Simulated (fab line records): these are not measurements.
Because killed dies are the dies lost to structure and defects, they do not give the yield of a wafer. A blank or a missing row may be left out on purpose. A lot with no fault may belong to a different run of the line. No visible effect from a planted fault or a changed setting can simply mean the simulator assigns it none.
Chamber matching ; flow n5-finfet ; 3 sister chambers for N5_BEOL_M4_DEP_57 on pecvd-03
The step deposits SiCN from 3MS/NH3, target thk 8 nm, time 14 s. 3 wafers are shown with their chamber, then 9 later ones without.

WAFERS, EACH WITH ITS CHAMBER
wafer;chamber;throttle-valve-pct (%)
L088.1;1;9.4
L088.2;0;8.9
L088.3;2;8.5

WAFERS WHOSE CHAMBER IS MISSING
wafer;throttle-valve-pct (%)
L090.1;8.8
L090.2;9.4
L090.6;9.0
L091.1;9.3
L091.4;9.6
L091.5;9.0
L093.2;8.6
L093.3;9.3
L093.6;8.5

EACH ONE'S CHAMBER
wafer;from the rows above;in truth
L090.1;can't be placed: 0 or 2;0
L090.2;1;1
L090.6;0;0
L091.1;1;1
L091.4;1;1
L091.5;0;0
L093.2;can't be placed: 2 or 0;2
L093.3;1;1
L093.6;2;2
Correctly placed: 7 of 9. Not placeable from these rows: 2 (in 2, the candidates include the true chamber). Number placed wrongly: 0.
How it was worked out, from the rows above alone: a wafer's distance from a chamber is the root of the sum, over the readings, of the square of ((its reading less the chamber's mean) divided by the reading's scatter). The wafer belongs to the nearest chamber; if the next one is less than 2 further off, it can't be placed. The mean given for a chamber averages the wafers shown for that chamber. The scatter: root of mean squared gap, hidden wafer to nearest shown wafer, with one shown wafer a chamber.
